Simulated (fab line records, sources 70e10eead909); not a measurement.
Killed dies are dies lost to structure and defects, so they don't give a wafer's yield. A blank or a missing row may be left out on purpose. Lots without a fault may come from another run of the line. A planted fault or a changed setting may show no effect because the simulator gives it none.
A struck lot beside a sound one | flow nand_harc | 43 steps out of a route of 1302
Sound: wafers L427.1, L427.2, L427.5. Struck: wafers L442.2, L442.3, L442.6. The cause comes at the end.
At each step with rows: each side's tool, then ch and its chambers, then its first start. Under that, the readings that differ: sound wafers | struck wafers | difference of the means | sigmas: that difference in standard deviations of wafers without a fault.
alike: readings whose means differ by less than 2 such deviations, and words and numbers that are the same on both sides. not compared: withheld readings, readings that some wafer has no value for, bounds like >300 that may hide the same value, and numbers for which the record gives no deviation and whose values overlap.
The two part at a step that has a row with sigmas, a row that says differs or no value, or rows on one side only. Numbers that don't overlap but have no deviation are shown without sigmas and don't part them. A reading that every wafer of one side lacks parts them only if that side has two wafers or more.

first, 2 steps without rows for these wafers: NHARC_A_CONTACT_PEB_67 (peb time 65 s); NHARC_A_CONTACT_DEVELOP_68 (develop time 35 s).
NHARC_A_CONTACT_CD_MEAS_69: target cd 300 nm.
  sound on cd_sem-03 ch 0, day 22 06:33; struck on cd_sem-02 ch 0, day 28 17:35
  alike: cd_nm
NHARC_A_CONTACT_OVL_MEAS_70:
  sound on overlay-01, day 22 06:38; struck on overlay-02, day 28 17:40
  reading           | sound       | struck         | difference | sigmas
  overlay_y_nm (nm) | 0.9 0.9 0.8 | -1.2 -1.1 -1.2 | -2.0       | -2
  alike: overlay_x_nm
NHARC_A_CONTACT_INSPECT_71:
  sound on defect_inspect-01, day 22 06:40; struck on defect_inspect-01, day 28 17:43
  alike: raw_defect_count
then, 4 steps without rows for these wafers: NHARC_A_CONTACT_DESCUM_74 (chemistry O2, time 3 s); NHARC_A_CONTACT_ETCH_75 (etches the open film in CF4, target depth 39 nm, time 65 s); NHARC_A_CONTACT_ETCH_76 (etches the open film in N2/H2, target depth 260 nm, time 475.3 s); NHARC_A_CONTACT_ETCH_77 (etches the open film in CF4/CHF3, target depth 108.9 nm, time 54.5 s).
NHARC_A_CONTACT_ETCH_78: etches the open film in O2/COS, target depth 5300 nm, time 1378 s.
  sound on rie_diel-03 ch 1,2,3; struck on rie_diel-03 ch 1,3
  alike: drypump_motor_current_A, mfc_ar_sccm, oes_product_au, rf_fwd_power_W, rf_vpp_V, showerhead_plenum_p_Torr, throttle_valve_pct
  not compared: rf_hours_counter_h
then, 2 steps without rows for these wafers: NHARC_A_CONTACT_ETCH_124 (etches the open film in C4F8/O2/Ar, time 140 s, target depth 700 nm); NHARC_A_CONTACT_ETCH_125 (etches the open film in C4F8/O2/Ar, time 197 s, target depth 1918 nm).
NHARC_A_CONTACT_ETCH_126: etches the open film in C4F8/O2/Ar, time 197 s, target depth 1918 nm.
  sound on har_cap_etch-03 ch 0,1, day 22 08:40; struck on har_cap_etch-01 ch 0,1, day 28 19:43
  not compared: rf_hours_counter_h
then, 1 step without rows for these wafers: NHARC_A_CONTACT_ETCH_127 (etches the open film in C4F8/O2/Ar, time 197 s, target depth 1918 nm).
NHARC_A_CONTACT_ETCH_128: etches the open film in C4F8/O2/Ar, time 197 s, target depth 1918 nm.
  sound on har_cap_etch-03 ch 0,1, day 22 09:01; struck on har_cap_etch-01 ch 0,1, day 28 20:04
  not compared: rf_hours_counter_h
then, 3 steps without rows for these wafers: NHARC_A_CONTACT_ETCH_129 (etches the open film in C4F8/O2/Ar, time 197 s, target depth 1918 nm); NHARC_A_CONTACT_ETCH_130 (etches the open film in C4F8/O2/Ar, time 197 s, target depth 1918 nm); NHARC_A_CONTACT_ETCH_131 (etches the open film in C4F8/O2/Ar, time 197 s, target depth 1918 nm).
NHARC_A_CONTACT_ETCH_132: etches the open film in C4F8/O2/Ar, time 197 s, target depth 1924 nm.
  sound on har_cap_etch-03 ch 0,1, day 22 09:43; struck on har_cap_etch-01 ch 0,1, day 28 20:47
  not compared: rf_hours_counter_h
NHARC_A_CONTACT_ETCH_133: etches the open film in C4F8/O2/Ar, time 374 s, target depth 1610 nm.
  sound on har_cap_etch-03 ch 0,1, day 22 09:54; struck on har_cap_etch-01 ch 0,1, day 28 20:59
  not compared: rf_hours_counter_h
then, 2 steps without rows for these wafers: NHARC_A_CONTACT_ETCH_91 (etches the open film in CH3F/O2, target depth 40 nm, time 85.7 s); NHARC_A_CONTACT_ETCH_97 (etches the open film in C4F6/O2, target depth 20 nm, time 10 s).
NHARC_A_CONTACT_CD_MEAS_80:
  sound on cd_sem-02, day 22 10:54; struck on cd_sem-03, day 28 21:56
  alike: cd_nm
then, 7 steps without rows for these wafers: NHARC_A_CONTACT_STRIP_103 (strips in N2/H2); NHARC_A_CONTACT_STRIP_104 (strips in CF4/CHF3); NHARC_A_CONTACT_STRIP_105 (strips in O2/COS); NHARC_A_CONTACT_ETCH_106 (etches the open film in CF4/O2, target depth 90 nm, overetch 9 nm, time 49.5 s); NHARC_A_CONTACT_STRIP_82 (strips in O2); NHARC_A_CONTACT_STRIP_83 (strips in post etch residue remover, time 600 s); NHARC_A_CONTACT_DEP_84 (deposits aC, target thk 2800 nm).
NHARC_A_CONTACT_DEP_85: deposits SiON, target thk 60 nm.
  sound on pecvd-03 ch 0,1,2, day 22 13:37; struck on pecvd-02 ch 0,2, day 29 05:54
  alike: chamber_pressure_Torr, heater_power_w, rf_fwd_power_W, showerhead_vpp_V
then, 10 steps without rows for these wafers: NHARC_A_CONTACT_DEHYDRATE_00 (time 120 s); NHARC_A_CONTACT_HMDS_01 (time 30 s); NHARC_A_CONTACT_COAT_86 (time 75 s); NHARC_A_CONTACT_COAT_87 (time 65 s); NHARC_A_CONTACT_COAT_02 (resist thk 90 nm); NHARC_A_CONTACT_SOFTBAKE_03 (time 55 s); NHARC_A_CONTACT_EBR_04; NHARC_A_CONTACT_EXPOSE_05 (exposes mask A CC); NHARC_A_CONTACT_PEB_06 (peb time 65 s); NHARC_A_CONTACT_DEVELOP_07 (develop time 35 s).
NHARC_A_CONTACT_CD_MEAS_08: target cd 200 nm.
  sound on cd_sem-02 ch 0, day 22 14:20; struck on cd_sem-01 ch 0, day 29 06:30
  alike: cd_nm
-- the record jumps here: 2 days lie between the struck wafers' starts before and after (it left off in module A_CONTACT and takes up again in module END, whose first step shown is number 1302 of the route) --
NHARC_END_SORT_01:
  sound on prober-01 ch 0, day 24 17:40; struck on prober-01 ch 0, day 31 11:25
  reading         | sound    | struck      | difference | sigmas
  killed_at_array | 56 53 60 | 146 121 131 | +76        | +4
  killed_dies     | 64 59 64 | 151 129 140 | +78        | +4
  alike: killed_at_other, killed_at_periphery, killed_open, killed_short

WHERE THEY PART
First at NHARC_A_CONTACT_OVL_MEAS_70; last, within this record, at NHARC_END_SORT_01.

WHY: what the simulator had put in
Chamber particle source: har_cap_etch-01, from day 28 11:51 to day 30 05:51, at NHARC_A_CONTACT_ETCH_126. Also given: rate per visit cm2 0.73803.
